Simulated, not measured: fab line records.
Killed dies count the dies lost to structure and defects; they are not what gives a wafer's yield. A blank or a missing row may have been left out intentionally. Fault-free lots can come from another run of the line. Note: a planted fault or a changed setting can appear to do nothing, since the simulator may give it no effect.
Struck lot and sound lot, side by side    flow n5 finfet    14 steps out of a route of 1938
Sound: wafers L401.2, L401.4, L401.5. Wafers L406.3, L406.5, L406.6 were the ones struck. At the end, the cause is stated.
For every step that has rows: the tool of each side, followed by ch and its chambers, followed by its first start. Under that, the readings that differ: sound wafers    struck wafers    difference of the means    sigmas: that difference in standard deviations of wafers without a fault.
alike: readings with means less than 2 such deviations apart, plus words and numbers identical on both sides. not compared: withheld readings, readings lacking a value on some wafer, bounds such as >300 that could conceal the same value, and numbers that have no deviation in the record and whose values overlap.
A row with sigmas, a row that says differs or no value, or rows on one side alone: a step with any of these is where the two part. Numbers that have no deviation but don't overlap get no sigmas and don't part them. A reading missing from all wafers of one side parts the sides only when that side holds two or more wafers.

N5_BEOL_M10_RS_MEAS_57: measures by four-point-probe.
  sound on film metro-01, day 10 17:41; struck on film metro-01, day 12 22:46
  alike: M10_RS
N5_BEOL_M10_INSPECT_58: inspects for defects (darkfield).
  sound on defect inspect-02, day 10 17:42; struck on defect inspect-01, day 12 22:48
  alike: raw defect count
N5_BEOL_M11_ILD_DEP_00: deposits SiCOH lowk from DEMS/porogen, target thk 308.51 nm, time 58 s.
  sound on pecvd-02 ch 1,2, day 10 17:44; struck on pecvd-03 ch 0,2, day 12 22:50
  alike: heater power w, showerhead plenum p Torr, throttle valve pct
  not compared: since wet clean h
N5_BEOL_M11_CURE_71: cures SiCOH lowk, time 240 s.
  sound on uv cure-01 ch 2, day 10 17:54; struck on uv cure-02 ch 2, day 12 23:04
  alike: lamp power pct, wafer_temp_C_max
N5_BEOL_M11_THK_MEAS_01:
  sound on film metro-01, day 10 18:20; struck on film metro-01, day 12 23:26
  alike: M11_ILD_THK
N5_BEOL_M11_PECVD_70: deposits SiO2 from TEOS/O2, target thk 20 nm, time 22.7 s.
  sound on pecvd-03 ch 0,2, day 10 18:22; struck on pecvd-04 ch 0,2, day 12 23:28
reading                 sound           struck          difference  sigmas
throttle valve pct (%)  23.2 23.3 23.3  21.2 21.4 21.1  -2.0        -2
  alike: heater power w, showerhead plenum p Torr
  not compared: since wet clean h
N5_BEOL_M11_HM_DEP_02: deposits TiN, target thk 20 nm.
  sound on pvd sputter-01, day 10 19:43; struck on pvd sputter-02, day 13 00:13
  alike: throttle valve pct
then, 5 steps without rows for these wafers: N5_BEOL_M11_COAT_59 (time 60 s, resist thk 100 nm); N5_BEOL_M11_COAT_60 (time 60 s, resist thk 30 nm); N5_BEOL_M11_COAT_05 (resist thk 90 nm); N5_BEOL_M11_EBR_07; N5_BEOL_M11_SOFTBAKE_06 (time 60 s).
N5_BEOL_M11_EXPOSE_08: exposes mask M11.
  struck on arfi scanner-03, day 13 00:28; sound on arfi scanner-01 ch 0, day 10 20:06
  no value came back on the struck wafers for dipole opening deg (degrees), exposure dose mJ cm2; on the sound wafers dipole opening deg (degrees) reads 40 40 40
  alike: mask
then, 1 step without rows for these wafers: N5_BEOL_M11_PEB_09 (peb time 60 s).

WHERE THEY PART
At N5_BEOL_M11_PECVD_70 first; at N5_BEOL_M11_EXPOSE_08 last (within this record only).

WHY: what the simulator had put in
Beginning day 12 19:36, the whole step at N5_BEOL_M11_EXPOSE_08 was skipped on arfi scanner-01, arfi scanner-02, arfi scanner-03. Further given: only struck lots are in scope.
